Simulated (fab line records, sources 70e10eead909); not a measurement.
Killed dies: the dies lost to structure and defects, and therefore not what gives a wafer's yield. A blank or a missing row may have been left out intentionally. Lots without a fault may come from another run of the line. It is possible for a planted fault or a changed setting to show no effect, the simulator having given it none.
A lot that was struck, set against a sound lot -- flow nand-harc -- 19 steps out of a route of 1159
Sound: the wafers L296.1, L296.4, L296.6. Wafers struck: L302.2, L302.5, L302.6. Last of all comes the cause.
Order at every step that has rows: each side's tool, ch and its chambers, its first start. Under that, the readings that differ: sound wafers -- struck wafers -- difference of the means -- sigmas: that difference in standard deviations of wafers without a fault.
alike: same words and numbers on both sides, and readings whose means sit less than 2 such deviations apart. not compared: any withheld reading, any reading some wafer has no value for, any bound like >300 that may hide the same value, and any number with overlapping values for which the record gives no deviation.
Wherever a step has rows on one side only, a row that says differs or no value, or a row with sigmas, the two part there. When numbers do not overlap yet have no deviation, they are printed without sigmas and do not part them. A reading missing from all wafers of one side parts the sides only when that side holds two or more wafers.

NHARC_A_M1_PRE_CLEAN_32: time 12 s.
  sound on pecvd-02 ch 1,2, day 19 18:45; struck on pecvd-03 ch 1,2, day 21 15:55
  alike: heater-power-w
NHARC_A_M1_DEP_33: deposits SiCN, target thk 30 nm.
  sound on pecvd-02 ch 1,2, day 19 18:50; struck on pecvd-03 ch 1,2, day 21 15:59
  alike: heater-power-w
NHARC_A_BONDPAD_DEP_00: deposits SiCN, target thk 250 nm.
  sound on pecvd-04 ch 1,2, day 19 19:23; struck on pecvd-01 ch 1,2, day 21 16:37
  alike: heater-power-w
NHARC_A_BONDPAD_CMP_29: polishes SiCN, target thk 200 nm.
  sound on cmp-01 ch 0,1,3, day 19 19:50; struck on cmp-04 ch 0,1,3, day 21 17:03
  alike: motor-current-A
NHARC_A_BONDPAD_THK_MEAS_30: measures by ellipsometry.
  sound on film-metro-02, day 19 20:04; struck on film-metro-02, day 21 17:16
  alike: thk-nm
then, 7 steps without rows for these wafers: NHARC_A_BONDPAD_SRD_31; NHARC_A_BONDPAD_DEHYDRATE_01 (time 120 s); NHARC_A_BONDPAD_HMDS_02 (time 30 s); NHARC_A_BONDPAD_COAT_33 (time 65 s); NHARC_A_BONDPAD_COAT_03 (resist thk 600 nm); NHARC_A_BONDPAD_SOFTBAKE_04 (time 70 s); NHARC_A_BONDPAD_EBR_05.
NHARC_A_BONDPAD_EXPOSE_06: exposes mask A BPAD.
  sound on krf-scanner-01 ch 0, day 19 20:28; struck on krf-scanner-04 ch 0, day 21 17:40
reading,sound,struck,difference,sigmas
model.A_BONDPAD.overlay-x-nm (nm),-0.4193 -0.4193 -0.4193,56.33 56.33 56.33,+56.75,
  alike: mask, reticle-temp-C
then, 2 steps without rows for these wafers: NHARC_A_BONDPAD_PEB_07 (peb time 80 s); NHARC_A_BONDPAD_DEVELOP_08 (time 50 s).
NHARC_A_BONDPAD_CD_MEAS_09: target cd 500 nm.
  sound on cd-sem-01 ch 0, day 19 20:37; struck on cd-sem-03 ch 0, day 21 17:49
  alike: cd-nm
NHARC_A_BONDPAD_OVL_MEAS_35:
  sound on overlay-02, day 19 20:43; struck on overlay-01, day 21 17:55
reading,sound,struck,difference,sigmas
overlay-x-nm (nm),0 0 -1,56 56 56,+56,+12
overlay-y-nm (nm),4 3 4,-8 -8 -8,-12,-2
then, 1 step without rows for these wafers: NHARC_A_BONDPAD_HARDBAKE_10 (time 65 s).
NHARC_END_SORT_01:
  only the struck wafers appear in the record here, on prober-01 ch 0 at day 23 05:25; the sound ones have no rows

== WHERE THEY PART ==
Earliest at NHARC_A_BONDPAD_OVL_MEAS_35; latest, in this record, at NHARC_END_SORT_01.

WHY: what had been put in by the simulator
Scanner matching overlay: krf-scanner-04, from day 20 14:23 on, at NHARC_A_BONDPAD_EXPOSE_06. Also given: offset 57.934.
